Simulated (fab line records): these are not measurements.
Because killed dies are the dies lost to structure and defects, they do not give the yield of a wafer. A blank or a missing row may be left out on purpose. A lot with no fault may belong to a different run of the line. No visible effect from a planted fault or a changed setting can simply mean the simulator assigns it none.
Split-lot trial || flow n5-finfet || route with 1938 steps; 7 lots, 39 wafers read

## ON THE SPLIT
At N5_DUMMY_GATE_ETCH_37 (etches SOC in N2/H2, target depth 60 nm, overetch 30 nm), the setting source-w was moved away from the recipe's 840 W on 18 of the 39 wafers read, by -17.5% to +18.4%. This setting was run at the recipe's value on the other wafers.

The split's own step is where the reading is taken.

## THE READING
rf-vpp-V, in V, at N5_DUMMY_GATE_ETCH_37 (etches SOC in N2/H2, target depth 60 nm, overetch 30 nm). On this fab line, fault-free wafers typically give 524.0 V with a standard deviation of 2.7 V.

{"wafer": "L075.1", "tool, chamber at the split": "rie-diel-06, 0", "source-w as run, W": 764.5, "against the recipe": "-9.0%", "rf-vpp-V, V": 544.4, "against lot-mates on the recipe": "+19.0"}
{"wafer": "L075.2", "tool, chamber at the split": "rie-diel-06, 3", "source-w as run, W": 840, "against the recipe": "recipe", "rf-vpp-V, V": 527.4, "against lot-mates on the recipe": "-"}
{"wafer": "L075.3", "tool, chamber at the split": "rie-diel-06, 1", "source-w as run, W": 764.5, "against the recipe": "-9.0%", "rf-vpp-V, V": 536.3, "against lot-mates on the recipe": "+10.9"}
{"wafer": "L075.4", "tool, chamber at the split": "rie-diel-06, 2", "source-w as run, W": 840, "against the recipe": "recipe", "rf-vpp-V, V": 521.4, "against lot-mates on the recipe": "-"}
{"wafer": "L075.5", "tool, chamber at the split": "rie-diel-06, 0", "source-w as run, W": 840, "against the recipe": "recipe", "rf-vpp-V, V": 527.5, "against lot-mates on the recipe": "-"}
{"wafer": "L075.6", "tool, chamber at the split": "rie-diel-06, 3", "source-w as run, W": 764.5, "against the recipe": "-9.0%", "rf-vpp-V, V": 545.8, "against lot-mates on the recipe": "+20.4"}
{"wafer": "L079.1", "tool, chamber at the split": "rie-diel-06, 0", "source-w as run, W": 840, "against the recipe": "recipe", "rf-vpp-V, V": 527.7, "against lot-mates on the recipe": "-"}
{"wafer": "L079.2", "tool, chamber at the split": "rie-diel-06, 2", "source-w as run, W": 713.6, "against the recipe": "-15.0%", "rf-vpp-V, V": 552.0, "against lot-mates on the recipe": "+26.1"}
{"wafer": "L079.3", "tool, chamber at the split": "rie-diel-06, 1", "source-w as run, W": 713.6, "against the recipe": "-15.0%", "rf-vpp-V, V": 549.7, "against lot-mates on the recipe": "+23.8"}
{"wafer": "L079.4", "tool, chamber at the split": "rie-diel-06, 3", "source-w as run, W": 840, "against the recipe": "recipe", "rf-vpp-V, V": 527.2, "against lot-mates on the recipe": "-"}
{"wafer": "L079.5", "tool, chamber at the split": "rie-diel-06, 1", "source-w as run, W": 713.6, "against the recipe": "-15.0%", "rf-vpp-V, V": 550.8, "against lot-mates on the recipe": "+24.9"}
{"wafer": "L079.6", "tool, chamber at the split": "rie-diel-06, 2", "source-w as run, W": 840, "against the recipe": "recipe", "rf-vpp-V, V": 522.9, "against lot-mates on the recipe": "-"}
{"wafer": "L080.1", "tool, chamber at the split": "rie-diel-05, 3", "source-w as run, W": 993.9, "against the recipe": "+18.3%", "rf-vpp-V, V": 492.9, "against lot-mates on the recipe": -29.5}
{"wafer": "L080.2", "tool, chamber at the split": "rie-diel-05, 2", "source-w as run, W": 993.9, "against the recipe": "+18.3%", "rf-vpp-V, V": 493.7, "against lot-mates on the recipe": -28.7}
{"wafer": "L080.3", "tool, chamber at the split": "rie-diel-05, 1", "source-w as run, W": 840, "against the recipe": "recipe", "rf-vpp-V, V": 520.7, "against lot-mates on the recipe": "-"}
{"wafer": "L080.4", "tool, chamber at the split": "rie-diel-05, 0", "source-w as run, W": 840, "against the recipe": "recipe", "rf-vpp-V, V": 523.1, "against lot-mates on the recipe": "-"}
{"wafer": "L080.5", "tool, chamber at the split": "rie-diel-05, 3", "source-w as run, W": 993.9, "against the recipe": "+18.3%", "rf-vpp-V, V": 494.3, "against lot-mates on the recipe": -28.1}
{"wafer": "L080.6", "tool, chamber at the split": "rie-diel-05, 2", "source-w as run, W": 840, "against the recipe": "recipe", "rf-vpp-V, V": 523.3, "against lot-mates on the recipe": "-"}
{"wafer": "L082.1", "tool, chamber at the split": "rie-diel-06, 0", "source-w as run, W": 840, "against the recipe": "recipe", "rf-vpp-V, V": 527.2, "against lot-mates on the recipe": "-"}
{"wafer": "L082.2", "tool, chamber at the split": "rie-diel-06, 2", "source-w as run, W": 840, "against the recipe": "recipe", "rf-vpp-V, V": 521.3, "against lot-mates on the recipe": "-"}
{"wafer": "L082.5", "tool, chamber at the split": "rie-diel-06, 0", "source-w as run, W": 840, "against the recipe": "recipe", "rf-vpp-V, V": 526.0, "against lot-mates on the recipe": "-"}
{"wafer": "L083.1", "tool, chamber at the split": "rie-diel-05, 1", "source-w as run, W": 994.7, "against the recipe": "+18.4%", "rf-vpp-V, V": 491.6, "against lot-mates on the recipe": -31.9}
{"wafer": "L083.2", "tool, chamber at the split": "rie-diel-05, 0", "source-w as run, W": 840, "against the recipe": "recipe", "rf-vpp-V, V": 523.6, "against lot-mates on the recipe": "-"}
{"wafer": "L083.3", "tool, chamber at the split": "rie-diel-05, 3", "source-w as run, W": 994.7, "against the recipe": "+18.4%", "rf-vpp-V, V": 493.8, "against lot-mates on the recipe": -29.7}
{"wafer": "L083.4", "tool, chamber at the split": "rie-diel-05, 2", "source-w as run, W": 994.7, "against the recipe": "+18.4%", "rf-vpp-V, V": 493.7, "against lot-mates on the recipe": -29.8}
{"wafer": "L083.5", "tool, chamber at the split": "rie-diel-05, 0", "source-w as run, W": 840, "against the recipe": "recipe", "rf-vpp-V, V": 524.7, "against lot-mates on the recipe": "-"}
{"wafer": "L083.6", "tool, chamber at the split": "rie-diel-05, 3", "source-w as run, W": 840, "against the recipe": "recipe", "rf-vpp-V, V": 522.3, "against lot-mates on the recipe": "-"}
{"wafer": "L086.1", "tool, chamber at the split": "rie-diel-06, 3", "source-w as run, W": 693, "against the recipe": "-17.5%", "rf-vpp-V, V": 564.5, "against lot-mates on the recipe": "+41.2"}
{"wafer": "L086.2", "tool, chamber at the split": "rie-diel-06, 1", "source-w as run, W": 840, "against the recipe": "recipe", "rf-vpp-V, V": 519.9, "against lot-mates on the recipe": "-"}
{"wafer": "L086.3", "tool, chamber at the split": "rie-diel-06, 0", "source-w as run, W": 840, "against the recipe": "recipe", "rf-vpp-V, V": 526.8, "against lot-mates on the recipe": "-"}
{"wafer": "L086.4", "tool, chamber at the split": "rie-diel-06, 2", "source-w as run, W": 840, "against the recipe": "recipe", "rf-vpp-V, V": 523.3, "against lot-mates on the recipe": "-"}
{"wafer": "L086.5", "tool, chamber at the split": "rie-diel-06, 1", "source-w as run, W": 693, "against the recipe": "-17.5%", "rf-vpp-V, V": 554.5, "against lot-mates on the recipe": "+31.2"}
{"wafer": "L086.6", "tool, chamber at the split": "rie-diel-06, 2", "source-w as run, W": 693, "against the recipe": "-17.5%", "rf-vpp-V, V": 556.4, "against lot-mates on the recipe": "+33.1"}
{"wafer": "L090.1", "tool, chamber at the split": "rie-diel-06, 0", "source-w as run, W": 710.1, "against the recipe": "-15.5%", "rf-vpp-V, V": 557.2, "against lot-mates on the recipe": "+33.9"}
{"wafer": "L090.2", "tool, chamber at the split": "rie-diel-06, 2", "source-w as run, W": 840, "against the recipe": "recipe", "rf-vpp-V, V": 521.5, "against lot-mates on the recipe": "-"}
{"wafer": "L090.3", "tool, chamber at the split": "rie-diel-06, 1", "source-w as run, W": 710.1, "against the recipe": "-15.5%", "rf-vpp-V, V": 550.1, "against lot-mates on the recipe": "+26.8"}
{"wafer": "L090.4", "tool, chamber at the split": "rie-diel-06, 3", "source-w as run, W": 710.1, "against the recipe": "-15.5%", "rf-vpp-V, V": 558.4, "against lot-mates on the recipe": "+35.1"}
{"wafer": "L090.5", "tool, chamber at the split": "rie-diel-06, 1", "source-w as run, W": 840, "against the recipe": "recipe", "rf-vpp-V, V": 521.4, "against lot-mates on the recipe": "-"}
{"wafer": "L090.6", "tool, chamber at the split": "rie-diel-06, 0", "source-w as run, W": 840, "against the recipe": "recipe", "rf-vpp-V, V": 526.9, "against lot-mates on the recipe": "-"}

FIT RESULTS
A straight line over all 39 wafers: rf-vpp-V changes by -1.81 V for each +1% of source-w; r = -0.99; the points scatter about the line by 3.1 V.
The same after taking each lot's own level away (the mean of its wafers on the recipe; 39 wafers): -1.77 V for each +1%; r = -0.99; scatter 3.3 V.
That fit puts the effect of the largest move of source-w on the reading at 33 V.
Across the lots, their own levels run from 522.37 to 525.93 V, a range of 1.3 times the standard deviation given above.
Hence the lot-to-lot level has little effect on the slope; both slopes agree.
Check: with one of the wafers moved furthest among these (+18.4%) left out of the fit, the line predicts -31.5 V for it against its lot-mates. Against them it came out at -31.9 V.
Tool readings at the split's step, against how far the setting was moved: rf-vpp-V r = -0.99.

## THESE WAFERS: OTHER SPLITS
Other splits were also applied to these wafers ahead of the reading. Each is held against what the fit with the lots' levels taken away leaves over:
{"other split on the same wafers": "N5_FIN_SAQP_HM_DEP_72 time-s", "wafers away from the commonest value": 15, "r with rf-vpp-V (lot level and that fit taken away)": "+0.17"}

## FILE'S OWN FIT
rf-vpp-V changes by -1.78 V for each +1% of source-w, r = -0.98.
